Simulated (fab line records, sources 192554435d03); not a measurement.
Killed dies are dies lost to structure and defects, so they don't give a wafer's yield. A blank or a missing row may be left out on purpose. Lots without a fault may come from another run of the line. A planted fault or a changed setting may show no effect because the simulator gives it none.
Chamber matching | flow n5_finfet | N5_BEOL_M0_SAQP_ETCH_88 on rie_diel-02: 4 sister chambers
The step etches underlayer in N2/H2, target depth 6.5 nm, time 5.2 s. 4 wafers are shown with their chamber, then 8 later ones without.

WAFERS WITH THEIR CHAMBER
wafer  | chamber | drypump_motor_current_A (A)
L085.5 | 3       | 5.8
L086.5 | 0       | 5.9
L086.6 | 1       | 5.4
L088.1 | 2       | 5.2

WAFERS WITHOUT THEIR CHAMBER
wafer  | drypump_motor_current_A (A)
L088.3 | 5.9
L088.4 | 5.4
L093.1 | 5.9
L093.2 | 5.2
L093.4 | 5.4
L094.2 | 5.4
L094.4 | 5.7
L094.6 | 5.2

WHICH CHAMBER EACH WENT THROUGH
wafer  | from the rows above | in truth
L088.3 | 0                   | 0
L088.4 | 1                   | 1
L093.1 | 0                   | 0
L093.2 | 2                   | 2
L093.4 | 1                   | 1
L094.2 | 1                   | 1
L094.4 | 3                   | 3
L094.6 | 2                   | 2
Placed correctly: 8 of 8. Can't be placed from these rows: 0. Placed wrongly: 0.
How it was worked out, from the rows above alone: a wafer's distance from a chamber is the root of the sum, over the readings, of the square of ((its reading less the chamber's mean) divided by the reading's scatter). The wafer belongs to the nearest chamber; if the next one is less than 2 further off, it can't be placed. A chamber's mean is the mean of its shown wafers. The scatter: with one shown wafer a chamber, the root of the mean of the squares of how far each hidden wafer lies from its nearest shown one.
